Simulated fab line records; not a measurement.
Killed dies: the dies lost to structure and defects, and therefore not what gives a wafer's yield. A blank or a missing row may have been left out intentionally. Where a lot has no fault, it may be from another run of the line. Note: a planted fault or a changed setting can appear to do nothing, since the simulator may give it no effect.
Matching of chambers / flow nandHarc / 4 sister chambers for NHARC_A_STAIRCASE_DESCUM_312 on rieDiel-13
The step chemistry O2, time 3 s. 16 wafers are shown with their chamber, then 8 later ones without.

== WAFERS, EACH WITH ITS CHAMBER ==
wafer=L077.2; chamber=2; drypumpMotorCurrentA (A)=5.1; showerheadPlenumPTorr (Torr)=2.06; rfVppV (V)=58.7
wafer=L077.4; chamber=3; drypumpMotorCurrentA (A)=6.1; showerheadPlenumPTorr (Torr)=1.78; rfVppV (V)=57.4
wafer=L077.6; chamber=0; drypumpMotorCurrentA (A)=5.9; showerheadPlenumPTorr (Torr)=1.91; rfVppV (V)=57.7
wafer=L079.1; chamber=1; drypumpMotorCurrentA (A)=5.8; showerheadPlenumPTorr (Torr)=1.82; rfVppV (V)=58.2
wafer=L079.3; chamber=2; drypumpMotorCurrentA (A)=5.2; showerheadPlenumPTorr (Torr)=2.06; rfVppV (V)=58.2
wafer=L079.6; chamber=0; drypumpMotorCurrentA (A)=5.9; showerheadPlenumPTorr (Torr)=1.91; rfVppV (V)=58.0
wafer=L081.2; chamber=3; drypumpMotorCurrentA (A)=6.1; showerheadPlenumPTorr (Torr)=1.78; rfVppV (V)=55.9
wafer=L081.4; chamber=1; drypumpMotorCurrentA (A)=5.8; showerheadPlenumPTorr (Torr)=1.82; rfVppV (V)=56.8
wafer=L081.5; chamber=0; drypumpMotorCurrentA (A)=5.9; showerheadPlenumPTorr (Torr)=1.90; rfVppV (V)=57.0
wafer=L080.1; chamber=1; drypumpMotorCurrentA (A)=5.8; showerheadPlenumPTorr (Torr)=1.82; rfVppV (V)=57.5
wafer=L080.5; chamber=0; drypumpMotorCurrentA (A)=5.9; showerheadPlenumPTorr (Torr)=1.90; rfVppV (V)=56.2
wafer=L080.6; chamber=3; drypumpMotorCurrentA (A)=6.1; showerheadPlenumPTorr (Torr)=1.77; rfVppV (V)=56.6
wafer=L091.1; chamber=1; drypumpMotorCurrentA (A)=5.8; showerheadPlenumPTorr (Torr)=1.82; rfVppV (V)=57.8
wafer=L091.3; chamber=2; drypumpMotorCurrentA (A)=5.2; showerheadPlenumPTorr (Torr)=2.05; rfVppV (V)=58.8
wafer=L091.5; chamber=1; drypumpMotorCurrentA (A)=5.8; showerheadPlenumPTorr (Torr)=1.82; rfVppV (V)=57.0
wafer=L092.2; chamber=2; drypumpMotorCurrentA (A)=5.2; showerheadPlenumPTorr (Torr)=2.05; rfVppV (V)=59.3

SIGNATURES (averages over the wafers above)
reading=drypumpMotorCurrentA; chamber 0=5.900; chamber 1=5.800; chamber 2=5.175; chamber 3=6.100; scatter within a chamber=0.025
reading=showerheadPlenumPTorr; chamber 0=1.9050; chamber 1=1.8200; chamber 2=2.0550; chamber 3=1.7767; scatter within a chamber=0.00471
reading=rfVppV; chamber 0=57.225; chamber 1=57.460; chamber 2=58.750; chamber 3=56.633; scatter within a chamber=0.644
Rule: for a wafer and a chamber, the distance is found by dividing, reading by reading, the gap between the wafer's reading and the chamber's mean by the reading's scatter, squaring, summing and taking the root. The wafer belongs to the nearest chamber; if the next one is less than 2 further off, it can't be placed. The scatter: the root of (the sum of the squares of (reading less its chamber's mean) over the shown wafers, divided by (wafers less chambers)).

== WAFERS WHOSE CHAMBER IS MISSING ==
wafer=L092.4; drypumpMotorCurrentA (A)=5.9; showerheadPlenumPTorr (Torr)=1.90; rfVppV (V)=57.9
wafer=L092.5; drypumpMotorCurrentA (A)=5.8; showerheadPlenumPTorr (Torr)=1.82; rfVppV (V)=56.9
wafer=L093.2; drypumpMotorCurrentA (A)=5.1; showerheadPlenumPTorr (Torr)=2.04; rfVppV (V)=57.3
wafer=L093.3; drypumpMotorCurrentA (A)=5.9; showerheadPlenumPTorr (Torr)=1.89; rfVppV (V)=57.9
wafer=L093.5; drypumpMotorCurrentA (A)=5.8; showerheadPlenumPTorr (Torr)=1.81; rfVppV (V)=57.5
wafer=L095.1; drypumpMotorCurrentA (A)=5.2; showerheadPlenumPTorr (Torr)=2.04; rfVppV (V)=57.6
wafer=L095.4; drypumpMotorCurrentA (A)=6.1; showerheadPlenumPTorr (Torr)=1.77; rfVppV (V)=56.9
wafer=L095.6; drypumpMotorCurrentA (A)=5.8; showerheadPlenumPTorr (Torr)=1.81; rfVppV (V)=56.9

== WHICH CHAMBER EACH ONE RAN IN ==
wafer=L092.4; from the rows above=0; in truth=0
wafer=L092.5; from the rows above=1; in truth=1
wafer=L093.2; from the rows above=2; in truth=2
wafer=L093.3; from the rows above=0; in truth=0
wafer=L093.5; from the rows above=1; in truth=1
wafer=L095.1; from the rows above=2; in truth=2
wafer=L095.4; from the rows above=3; in truth=3
wafer=L095.6; from the rows above=1; in truth=1
8 of 8 placed correctly. From these rows, 0 cannot be placed. Placed wrongly: 0.
